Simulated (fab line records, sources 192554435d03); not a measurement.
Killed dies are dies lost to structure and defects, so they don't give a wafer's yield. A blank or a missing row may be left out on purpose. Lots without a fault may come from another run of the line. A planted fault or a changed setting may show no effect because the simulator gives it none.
Chamber matching | flow n5_finfet | N5_BEOL_M1_ETCH_63 on rie_diel-05: 4 sister chambers
The step etches SiARC in CF4, target depth 15.6 nm, time 26 s. 4 wafers are shown with their chamber, then 9 later ones without.

WAFERS WITH THEIR CHAMBER
wafer  | chamber | showerhead_plenum_p_Torr (Torr)
L086.1 | 3       | 2.22
L088.3 | 0       | 2.07
L088.5 | 2       | 2.20
L088.6 | 1       | 2.18

WAFERS WITHOUT THEIR CHAMBER
wafer  | showerhead_plenum_p_Torr (Torr)
L090.2 | 2.07
L090.4 | 2.20
L090.6 | 2.22
L095.1 | 2.18
L095.2 | 2.20
L095.3 | 2.21
L097.2 | 2.06
L097.4 | 2.18
L097.6 | 2.21

WHICH CHAMBER EACH WENT THROUGH
wafer  | from the rows above     | in truth
L090.2 | 0                       | 0
L090.4 | 2                       | 2
L090.6 | 3                       | 3
L095.1 | 1                       | 1
L095.2 | 2                       | 2
L095.3 | can't be placed: 2 or 3 | 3
L097.2 | 0                       | 0
L097.4 | 1                       | 1
L097.6 | can't be placed: 2 or 3 | 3
Placed correctly: 7 of 9. Can't be placed from these rows: 2 (the true chamber is among the candidates in 2). Placed wrongly: 0.
How it was worked out, from the rows above alone: a wafer's distance from a chamber is the root of the sum, over the readings, of the square of ((its reading less the chamber's mean) divided by the reading's scatter). The wafer belongs to the nearest chamber; if the next one is less than 2 further off, it can't be placed. A chamber's mean is the mean of its shown wafers. The scatter: with one shown wafer a chamber, the root of the mean of the squares of how far each hidden wafer lies from its nearest shown one.
